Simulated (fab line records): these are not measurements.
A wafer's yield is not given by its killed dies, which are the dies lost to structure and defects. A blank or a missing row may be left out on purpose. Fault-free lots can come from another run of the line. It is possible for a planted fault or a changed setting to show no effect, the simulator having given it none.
fab line records	flow n5-finfet
[record] lots = 4	wafers = 12	last-day = 19
route steps=1938 shown PMOS_HMC_CHANNEL_EPI@87 FIN_SAQP@90
lots with no fault: from the same line, run without faults
start-h: start of the lot's first displayed wafer, in hours after the record's first day	wait-h: how many hours have passed since the lot's step before this one	" the same as in the row above	L1.1+2: a single row standing in for several wafers	- no value present, or no start provided	* or withheld: withheld	< > ~ a bound
route shown NAME@n: names a module that has steps shown in the file, with the first one's number in the route	usual: mean and standard deviation over wafers with no fault	same: alike in all rows	chamber/n: place in a boat	sites: the reading at each site	_std_site: the standard deviation of these	_edge_site: inner sites' mean taken away from outer sites' mean	radius-mm: how far each site lies from the wafer's centre	mask NAME#n: copy n	behind: the last tool/chamber to shape the wafer	hold: reason for holding the lot/hours on hold/outcome of the hold	device: names the non-switching transistor (n, p or np)	end of line: the route-end tests of the same wafers	a step with no rows: only its recipe	killed: dies lost to structure and defects at the first sort, not the wafer's yield	map: the dies of a wafer, with x for killed, . for not killed, _ for no die there
set.NAME: the setting that was run; set.NAME@STEP: the one run at that earlier step	model.NAME: the simulator's own value behind a step, which no gauge read
certain route steps with their lots: each step a table, each wafer a row
services: the hour from which a tool's chamber was out of use, counted from the record's first day as start-h (under 0 if before that day), plus the number of hours and why
[[steps]]
[step N5_PMOS_HMC_CHANNEL_EPI_EPI_26]
[recipe] material = Si	target-thk-a = 38	temp-c = 650	precursor = SiH4/H2	pressure-torr = 20	time-s = 22.7
[step N5_FIN_SAQP_PRECLEAN_42]
[recipe] chemistry = O3/DIW	time-s = 60	temp-c = 22	o3-ppm = 10
[step N5_FIN_SAQP_PRECLEAN_00]
[recipe] chemistry = SC1	time-s = 60	temp-c = 55	mix = 1:2:50
[step N5_FIN_SAQP_PRECLEAN_44]
[recipe] chemistry = SC2	time-s = 45	temp-c = 35	mix = 1:1:50
[step N5_FIN_SAQP_SRD_01]
[recipe] dry = ipa-marangoni	time-s = 30	temp-c = 23	rinse-liquid = diw
[step N5_FIN_SAQP_ALD_61]
[recipe] material = SiO2	target-thk-a = 40	temp-c = 300	ald-precursor-family = BDEAS	ald-co-reactant = O2-plasma	pulse-time-s = 1	purge-time-s = 2	co-reactant-purge-time-s = 2	ald-cycles = 43	pressure-torr = 2
[step N5_FIN_SAQP_DENSIFY_62]
[recipe] temp-c = 700	time-s = 60	ambient = N2	idle-temp-c = 600	ramp-up-c-per-s = 150	ramp-down-c-per-s = 60	cool-to-c = 600
[step N5_FIN_SAQP_HM_DEP_03]
[recipe] material = SiNx	target-thk-a = 380	temp-c = 400	precursor = SiH4/NH3/N2	pressure-torr = 1.5	rf-w = 300	time-s = 33.6
[step N5_FIN_SAQP_PECVD_47]
[recipe] material = a-Si	target-thk-a = 450	temp-c = 400	precursor = SiH4/He	pressure-torr = 3	rf-w = 100	time-s = 36.3
[step N5_FIN_SAQP_PECVD_48]
[recipe] material = SiNx	target-thk-a = 250	temp-c = 400	precursor = SiH4/NH3/N2	pressure-torr = 1.5	rf-w = 300	time-s = 22.1
[usual] heater-power-w = 821/110	showerhead-plenum-p-Torr = 5.17/0.058	throttle-valve-pct = 39.8/2.3
lot.wafer	tool	chamber	start-h	wait-h	heater-power-w	showerhead-plenum-p-Torr	throttle-valve-pct	model.SiNx_of_FIN_SAQP_PECVD_48.thk-nm
L955.1	pecvd-01	0	68.90	0.0	658	5.07	40.0	24.81
L955.3	"	1	"	"	877	5.20	39.1	23.6
L955.4	"	1	"	"	858	5.20	39.1	23.86
L956.3	pecvd-03	0	75.13	0.0	1056	5.20	38.9	24.85
L956.4	"	0	"	"	1033	5.19	38.4	25.13
L956.5	"	2	"	"	728	5.19	33.9	25.05
L958.3	pecvd-01	0	90.96	0.0	651	5.07	39.9	23.13
L958.4	"	2	"	"	848	5.14	39.1	23.19
L958.5	"	0	"	"	672	5.06	40.1	25.93
L969.1	pecvd-01	1	154.83	0.0	865	5.20	38.5	25.31
L969.2	"	2	"	"	820	5.12	38.6	25.22
L969.6	"	2	"	"	867	5.12	38.7	25.78
[step N5_FIN_SAQP_PECVD_06]
[recipe] material = a-Si	target-thk-a = 600	temp-c = 400	precursor = SiH4/He	pressure-torr = 3	rf-w = 100	time-s = 48.1
[step N5_FIN_SAQP_HM_DEP_72]
[recipe] material = SiO2	target-thk-a = 120	temp-c = 400	precursor = SiH4/N2O	pressure-torr = 0.75	rf-w = 275	time-s = 7.2
[step N5_FIN_SAQP_COAT_49]
[recipe] resist = SOC	temp-c = 250	time-s = 60	spin-rpm = 1500	resist-thk-nm = 100
[step N5_FIN_SAQP_COAT_50]
[recipe] resist = SiARC	temp-c = 220	time-s = 60	spin-rpm = 1500	resist-thk-nm = 35
[step N5_FIN_SAQP_COAT_10]
[recipe] resist = CAR-ArF	spin-rpm = 1500	resist-thk-nm = 90
[step N5_FIN_SAQP_EBR_12]
[recipe] solvent = PGMEA	ebr-width-mm = 1.5
[step N5_FIN_SAQP_SOFTBAKE_11]
[recipe] temp-c = 110	time-s = 60	resist = CAR-ArF
[step N5_FIN_SAQP_EXPOSE_13]
[recipe] mask-id = FIN_CORE	na = 1.35	source-shape = dipole	sigma-inner = 0.538	sigma-outer = 0.738	polarization = te	target-cd-nm = 35.6	dose-mj = 63.25
[step N5_FIN_SAQP_PEB_14]
[recipe] peb-temp-c = withheld	peb-time-s = 60	resist = CAR-ArF
[step N5_FIN_SAQP_DEVELOP_15]
[recipe] develop-time-s = 30	developer = TMAH	resist = CAR-ArF	dev-temp-c = 23	rinse-liquid = diw	dry = air-spin
[step N5_FIN_SAQP_DESCUM_21]
[recipe] chemistry = O2	time-s = 7.9	source-power-w = 50	bias-power-w = 20	pressure-mtorr = 20	rf-frequency-hz = 2.712e+07	temp-c = 40	resist = CAR-ArF	o2-flow-sccm = 225
[step N5_FIN_SAQP_ETCH_51]
[recipe] chemistry = CF4	target = SiARC	target-depth-a = 455	mask-material = CAR-ArF	time-s = 75.8	ion-energy-ev = 80	pressure-mtorr = 40	source-w = 545	bias-w = 36	Ar_flow_sccm = 100	cf4-flow-sccm = 100	ends = cleared
[step N5_FIN_SAQP_ETCH_52]
[recipe] chemistry = N2/H2	target = SOC	target-depth-a = 1000	overetch-a = 200	mask-material = SiARC	temp-c = 40	time-s = 150	ion-energy-ev = 200	pressure-mtorr = 30	source-w = 840	bias-w = 150	n2-flow-sccm = 200	h2-flow-sccm = 200	ends = end-point
[step N5_FIN_SAQP_STRIP_53]
[recipe] chemistry = N2/H2	temp-c = 40	n2-flow-sccm = 200	h2-flow-sccm = 200	rf-frequency-hz = 6e+07
[step N5_FIN_SAQP_HM_OPEN_73]
[recipe] chemistry = CHF3/O2	target = SiO2	stop-on = a-Si	target-depth-a = 120	over-etch-frac = 1.8	mask-material = SOC	time-s = 16.8	pressure-mtorr = 30	source-w = 650	bias-w = 170	Ar_flow_sccm = 200	CHF3_flow_sccm = 50	O2_flow_sccm = 5	ion-energy-ev = 200	ends = end-point
[step N5_FIN_SAQP_STRIP_74]
[recipe] chemistry = CHF3/O2	resist = SiARC	rf-frequency-hz = 6e+07
[step N5_FIN_SAQP_MANDREL_ETCH_22]
[recipe] target-depth-a = 600	chemistry = HBr/Cl2	target = a-Si	stop-on = SiNx	bt-time-s = 10	over-etch-frac = 0.5	time-s = 30	pressure-mtorr = 10	icp-w = 800	bias-w = 75	HBr_flow_sccm = 150	Cl2_flow_sccm = 80	ends = end-point
[step N5_FIN_SAQP_STRIP_55]
[recipe] chemistry = N2/H2	power-w = 500	temp-c = 40	pressure-mtorr = 50	rf-frequency-hz = 6e+07	overash-fraction = 0.3	bias-power-w = 28	h2-frac = 0.5	n2-flow-sccm = 300	h2-flow-sccm = 300
[step N5_FIN_SAQP_STRIP_23]
[recipe] chemistry = SPM	time-s = 750	temp-c = 130	h2so4-h2o2-vol-ratio = 4
[step N5_FIN_SAQP_SRD_66]
[recipe] dry = ipa-marangoni	time-s = 30	temp-c = 23	rinse-liquid = diw
[step N5_FIN_SAQP_RECESS_75]
[recipe] chemistry = HF/NH3	target = SiO2	target-depth-a = 144	afs-cycles = 3	temp-c = 30	sublimation-temp-c = 180	sublimation-time-s = 60
[step N5_FIN_SAQP_SPACER1_ALD_24]
[recipe] material = SiO2	target-thk-a = 203	temp-c = 300	ald-precursor-family = BDEAS	ald-co-reactant = O2-plasma	pulse-time-s = 1	purge-time-s = 2	co-reactant-purge-time-s = 2	ald-cycles = 218	pressure-torr = 2
[step N5_FIN_SAQP_SPACER1_ETCHBACK_25]
[recipe] chemistry = CHF3/O2	mode = anisotropic-etchback	target = SiO2	target-depth-a = 244	time-s = 12.2	pressure-mtorr = 30	source-w = 650	bias-w = 170	Ar_flow_sccm = 200	CHF3_flow_sccm = 50	O2_flow_sccm = 5	ion-energy-ev = 200
[step N5_FIN_SAQP_MANDREL1_REMOVE_56]
[recipe] chemistry = HBr/Cl2/O2	bt-time-s = 10	target = a-Si	stop-on = SiNx	endpoint = OES-SiCl	over-etch-frac = 1	icp-w = 600	bias-w = 22	HBr_flow_sccm = 150	Cl2_flow_sccm = 80	O2_flow_sccm = 5	pressure-mtorr = 10
[step N5_FIN_SAQP_ETCH_57]
[recipe] chemistry = CH3F/O2	target = SiNx	mask-material = SiO2	target-depth-a = 325	time-s = 46.4	pressure-mtorr = 30	source-w = 395	bias-w = 73	Ar_flow_sccm = 150	CH3F_flow_sccm = 30	O2_flow_sccm = 20	ion-energy-ev = 120	ends = cleared
[usual] drypump-motor-current-A = 5.9/0.4	etch-rf-on-time-s = 46.3/1.4	oes_ar_750_au = 0.79/0.07	oes-product-au = 0.67/0.064	rf-vpp-V = 296/7.7	showerhead-plenum-p-Torr = 2.02/0.054	throttle-valve-pct = 16.40/0.25
lot.wafer	tool	chamber	start-h	wait-h	drypump-motor-current-A	etch-rf-on-time-s	oes_ar_750_au	oes-product-au	rf-hours-counter-h	rf-vpp-V	showerhead-plenum-p-Torr	throttle-valve-pct	model.etch.depth-nm
L955.1	rie-diel-06	1	71.93	0.0	6.5	46.8	0.71	0.62	201	305	2.07	16.59	24.53
L955.3	"	2	"	"	5.4	45.1	0.77	0.65	157	288	1.99	16.20	23.6
L955.4	"	3	"	"	5.3	45.6	0.93	0.78	2	298	2.07	16.35	23.86
L956.3	rie-diel-03	0	77.77	0.0	6.1	45.0	0.77	0.64	134	280	2.03	16.70	24.62
L956.4	"	2	"	"	5.4	46.6	0.74	0.64	139	301	1.99	16.04	25.13
L956.5	"	1	"	"	5.5	46.6	0.86	0.72	-	294	2.04	16.45	25.05
L958.3	rie-diel-06	2	94.92	0.2	5.3	44.1	0.76	0.65	164	288	1.99	16.21	23.13
L958.4	"	3	"	"	5.3	44.1	0.89	0.77	9	297	2.07	16.35	23.19
L958.5	"	1	"	"	6.5	48.5	0.71	0.61	-	304	2.07	16.62	25.7
L969.1	rie-diel-03	2	157.47	0.0	5.4	47.4	0.72	0.62	173	301	1.98	16.09	25.31
L969.2	"	3	"	"	6.3	46.0	0.83	0.72	71	296	1.94	15.90	24.95
L969.6	"	0	"	"	6.1	48.0	0.75	0.61	-	279	2.02	16.76	25.78
[[services]]
tool	chamber	start-h	hours	kind
rie-diel-06	3	46.41	-	clean
rie-diel-06	3	46.41	-	consumable-replace:focus-ring
rie-diel-06	3	46.41	16.0	scheduled-down
rie-diel-06	3	46.41	16.0	vent-cycle
pecvd-03	1	48.15	2.1	scheduled-down
pecvd-03	2	50.28	5.0	scheduled-down
rie-diel-03	3	52.75	23.1	repair
pecvd-03	0	54.44	9.2	repair
pecvd-01	-	63.47	2.8	pm
pecvd-03	2	83.11	5.5	repair
pecvd-01	-	83.93	2.7	repair
rie-diel-03	1	92.41	36.0	repair
pecvd-03	-	95.93	0.6	repair
pecvd-01	1	155.76	5.5	scheduled-down
[[key]]
first-sign none at tools or gauges
[model-effect] step = N5_FIN_SAQP_PECVD_48	value = SiNx_of_FIN_SAQP_PECVD_48.thk-nm	without = 25.28	struck = 23.44
[model-effect] step = N5_FIN_SAQP_ETCH_57	value = etch.depth-nm	without = 25.28	struck = 23.44
met-at N5_FIN_SAQP_PECVD_48
struck-wafers L955.3,L955.4,L958.3,L958.4
tester-left-out L955,L958
[fault] kind = process-parameter-drift	tool = pecvd-01	chamber = -	onset-h = 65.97	steps = N5_FIN_SAQP_PECVD_48	channel = time-s	offset = *	shape = step	end-h = 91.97	scope = struck-wafers-only	acts-in = *	stated = *
// tester-left-out: of these lots the tester's yield and bins aren't shown, on N5 and GAA mostly nor the transistor test; their killed dies are dies lost to structure and defects alone, not to doping, threshold or leakage, so they don't give the yield
